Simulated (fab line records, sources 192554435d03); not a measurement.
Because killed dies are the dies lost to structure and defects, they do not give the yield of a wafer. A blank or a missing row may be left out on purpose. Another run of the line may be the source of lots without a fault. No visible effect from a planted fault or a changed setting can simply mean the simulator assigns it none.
The same fault as seen by 3 desks ; flow n5-finfet ; numbers are kept per desk, each desk with only its own; the story behind them comes last

== THE DEFECT DESK ==
Counts from the inspections along the route, per lot, as means over the sampled wafers that have a number. If a lot's mean is further than 4 standard deviations from the usual mean, the lot is out of limits and carries the mark OUT (the distance appears in the brackets).
Columns: A = raw-defect-count at N5_BEOL_M1_INSPECT_30, usual 379
lot;first seen here;A
L144;day 9 05:58;404
L147;day 10 05:07;359
L153;day 11 11:57;357
L154;day 11 19:13;653
L155;day 11 21:35;341
This desk found nothing out of limits on any of the 5 lots.

== FOR THE TOOL OWNER'S DESK: rie-diel-02 ==
The tool's own readings at N5_BEOL_M1_ETCH_70 (etches SOC in N2/H2, target depth 80 nm, overetch 16 nm, time 120 s): means of the sampled wafers that have a number, for each lot that ran on this tool. If a lot's mean is further than 4 standard deviations from the usual mean, the lot is out of limits and carries the mark OUT (the distance appears in the brackets). 7 of its 8 readings are shown: the first one out of limits and those lying furthest out on some lot.
Columns: A = drypump-motor-current-A at N5_BEOL_M1_ETCH_70, usual 6.0 A; B = oes-product-au at N5_BEOL_M1_ETCH_70, usual 0.58 a.u.; C = rf-fwd-power-W at N5_BEOL_M1_ETCH_70, usual 835.5 W; D = rf-vpp-V at N5_BEOL_M1_ETCH_70, usual 522.9 V; E = run-length-s at N5_BEOL_M1_ETCH_70, usual 143.3 s; F = showerhead-plenum-p-Torr at N5_BEOL_M1_ETCH_70, usual 2.51 Torr; G = throttle-valve-pct at N5_BEOL_M1_ETCH_70, usual 17.96 %
lot;first seen here;A;B;C;D;E;F;G
L144;day 9 09:06;6.5;0.55;835.0;519.0;158.1 (+26) OUT;2.39;18.10
L155;day 12 05:14;6.0;0.60;838.3;526.9;143.3;2.65;17.64
This desk's finding: out of limits on L144; first on L144, day 9 09:06 (run-length-s at N5_BEOL_M1_ETCH_70). In limits: L155.

== AT THE METROLOGY DESK ==
What the gauges read, lot by lot, whatever tool the lot ran on: means of the sampled wafers that have a number. If a lot's mean is further than 4 standard deviations from the usual mean, the lot is out of limits and carries the mark OUT (the distance appears in the brackets). It has 12 readings; the 7 that lie furthest out on some lot are the ones shown.
Columns: A = cd-nm at N5_BEOL_M1_CD_MEAS_28, usual 24.00 nm; B = V0_OVL at N5_BEOL_M1_OVL_MEAS_29, usual 0.1 nm; C = DIBL_N at N5_BEOL_M4_RC_MEAS_101, usual 36.4 mV/V; D = DIBL_P at N5_BEOL_M4_RC_MEAS_101, usual 35.8 mV/V; E = IOFF_N at N5_BEOL_M4_RC_MEAS_101, usual 0.158 nA/um; F = ION_N at N5_BEOL_M4_RC_MEAS_101, usual 676 uA/um; G = SS_P at N5_BEOL_M4_RC_MEAS_101, usual 73.4 mV/dec
lot;first seen here;A;B;C;D;E;F;G
L144;day 9 05:53;24.37;-1.6;37.3;37.5;0.164;658;73.6
L147;day 10 04:44;24.01;0.9;36.8;35.7;0.170;683;73.6
L153;day 11 11:52;23.98;0.3;36.1;36.2;0.152;678;73.3
L154;day 11 19:08;24.13;0.0;37.1;37.7;0.164;679;73.7
L155;day 11 21:31;23.88;0.7;32.5;32.4;0.121;674;72.4
This desk found nothing out of limits on any of the 5 lots.

== ALL TOGETHER ==
The tool owner's desk had the chance to raise an alarm at day 9 09:06 on L144.
No out-of-limits result turned up at the defect desk.
The metrology desk saw nothing out of limits.
The defect desk has L144 on record, within its limits.
The metrology desk has L144 on record, within its limits.
Every lot named ran N5_BEOL_M1_ETCH_70 on rie-diel-02.

== WHAT THE SIMULATOR PUT IN ==
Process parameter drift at N5_BEOL_M1_ETCH_70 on rie-diel-02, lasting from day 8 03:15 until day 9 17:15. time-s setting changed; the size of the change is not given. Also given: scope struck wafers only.
Shown lots that were struck: L144.
Hours from the fault's start to each desk's first reading out of limits: the tool owner's desk, 30.
